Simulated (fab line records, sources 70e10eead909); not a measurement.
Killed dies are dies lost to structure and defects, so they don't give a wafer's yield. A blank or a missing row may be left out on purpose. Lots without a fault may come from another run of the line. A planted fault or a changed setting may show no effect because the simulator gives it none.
Which tool did it? | flow nand_harc | 15 lots, 45 wafers sampled, at 3 steps of a route of 1159

WHAT THE GAUGES READ, wafer by wafer
NHARC_P_M2_INSPECT_27. Usual: raw_defect_count 313, standard deviation 120.
lot  | measured     | on                | raw_defect_count | flag
L562 | day 6 02:24  | defect_inspect-02 | 233 226 331      |
L563 | day 6 18:23  | defect_inspect-01 | 328 286 384      |
L564 | day 6 21:54  | defect_inspect-01 | 225 342 288      |
L565 | day 7 02:06  | defect_inspect-01 | 312 166 225      |
L568 | day 7 04:45  | defect_inspect-01 | 327 489 255      |
L566 | day 7 09:25  | defect_inspect-01 | 384 496 271      |
L571 | day 8 17:25  | defect_inspect-02 | 456 354 320      |
L572 | day 8 21:08  | defect_inspect-01 | 350 308 183      |
L573 | day 9 04:45  | defect_inspect-01 | 299 372 327      |
L580 | day 10 19:50 | defect_inspect-01 | 751 270 620      |
L583 | day 11 09:43 | defect_inspect-02 | 364 371 335      |
L582 | day 11 10:53 | defect_inspect-01 | 178 253 283      |
L581 | day 11 17:05 | defect_inspect-02 | 467 518 405      |
L584 | day 11 17:46 | defect_inspect-02 | 331 185 292      |
L585 | day 12 02:21 | defect_inspect-01 | 359 311 321      |

WHICH TOOL RAN EACH LOT (tool, then ch and the chambers of the sampled wafers, then the start)
lot  | NHARC_P_M1_DEGAS_29          | NHARC_P_M2_PVD_21
L562 | pvd_sputter-02, day 5 20:10  | pvd_sputter-02, day 6 02:24 or earlier
L563 | pvd_sputter-03, day 6 12:38  | pvd_sputter-02, day 6 18:23 or earlier
L564 | pvd_sputter-02, day 6 16:04  | pvd_sputter-01, day 6 21:54 or earlier
L565 | pvd_sputter-03, day 6 20:14  | pvd_sputter-03, day 7 02:06 or earlier
L568 | pvd_sputter-02, day 6 22:52  | pvd_sputter-02, day 7 04:45 or earlier
L566 | pvd_sputter-01, day 7 03:29  | pvd_sputter-03, day 7 09:25 or earlier
L571 | pvd_sputter-01, day 8 10:33  | pvd_sputter-02, day 8 17:25 or earlier
L572 | pvd_sputter-03, day 8 14:49  | pvd_sputter-03, day 8 21:08 or earlier
L573 | pvd_sputter-03, day 8 22:34  | pvd_sputter-03, day 9 04:45 or earlier
L580 | pvd_sputter-01, day 10 13:58 | pvd_sputter-02, day 10 19:50 or earlier
L583 | pvd_sputter-02, day 11 04:06 | pvd_sputter-01, day 11 09:43 or earlier
L582 | pvd_sputter-03, day 11 04:16 | pvd_sputter-01, day 11 10:53 or earlier
L581 | pvd_sputter-03, day 11 10:28 | pvd_sputter-02, day 11 17:05 or earlier
L584 | pvd_sputter-02, day 11 11:24 | pvd_sputter-01, day 11 17:46 or earlier
L585 | pvd_sputter-03, day 11 20:37 | pvd_sputter-03, day 12 02:21 or earlier
- NHARC_P_M1_DEGAS_29: time 60 s.
- NHARC_P_M2_PVD_21: deposits Cu, target thk 30 nm, time 20.49 s.

WHAT THE TOOLS THEMSELVES READ (means of the sampled wafers that have a number; where no wafer has one, the mark that the record gives instead)
NHARC_P_M1_DEGAS_29. Usual: heater_power_w 336 W, standard deviation 41.
lot  | tool           | heater_power_w (W) | flag
L562 | pvd_sputter-02 | 353                |
L563 | pvd_sputter-03 | 374                |
L564 | pvd_sputter-02 | 305                |
L565 | pvd_sputter-03 | 335                |
L568 | pvd_sputter-02 | 326                |
L566 | pvd_sputter-01 | 329                |
L571 | pvd_sputter-01 | 330                |
L572 | pvd_sputter-03 | 366                |
L573 | pvd_sputter-03 | 346                |
L580 | pvd_sputter-01 | 327                |
L583 | pvd_sputter-02 | 352                |
L582 | pvd_sputter-03 | 371                |
L581 | pvd_sputter-03 | 331                |
L584 | pvd_sputter-02 | 322                |
L585 | pvd_sputter-03 | 348                |

NHARC_P_M2_PVD_21. Usual: throttle_valve_pct 29.7 %, standard deviation 0.94.
lot  | tool           | throttle_valve_pct (%) | flag
L562 | pvd_sputter-02 | 30.2                   |
L563 | pvd_sputter-02 | 31.2                   |
L564 | pvd_sputter-01 | 29.8                   |
L565 | pvd_sputter-03 | 28.4                   |
L568 | pvd_sputter-02 | 29.3                   |
L566 | pvd_sputter-03 | 29.6                   |
L571 | pvd_sputter-02 | 29.7                   |
L572 | pvd_sputter-03 | 29.7                   |
L573 | pvd_sputter-03 | 29.6                   |
L580 | pvd_sputter-02 | 30.1                   |
L583 | pvd_sputter-01 | 30.3                   |
L582 | pvd_sputter-01 | 29.8                   |
L581 | pvd_sputter-02 | 30.4                   |
L584 | pvd_sputter-01 | 29.8                   |
L585 | pvd_sputter-03 | 28.9                   |

THE ANSWER, worked out from the rows above alone
Rule: a lot is off if the mean of its wafers that have a number lies more than 3 standard deviations from the usual mean. A lot without any number at a reading at which 4 lots or more have one is off too. The other lots that the step has rows for count as sound. The gauges are gone through in route order, then the tools' own readings, and for those a lot's mean is taken as printed above. The first step at which some lot is off is used, and at that step the reading that is off furthest; a lot without a number counts as furthest.
No lot is off at any reading shown: from this, nothing can be told.

WHAT THE SIMULATOR HAD PUT IN
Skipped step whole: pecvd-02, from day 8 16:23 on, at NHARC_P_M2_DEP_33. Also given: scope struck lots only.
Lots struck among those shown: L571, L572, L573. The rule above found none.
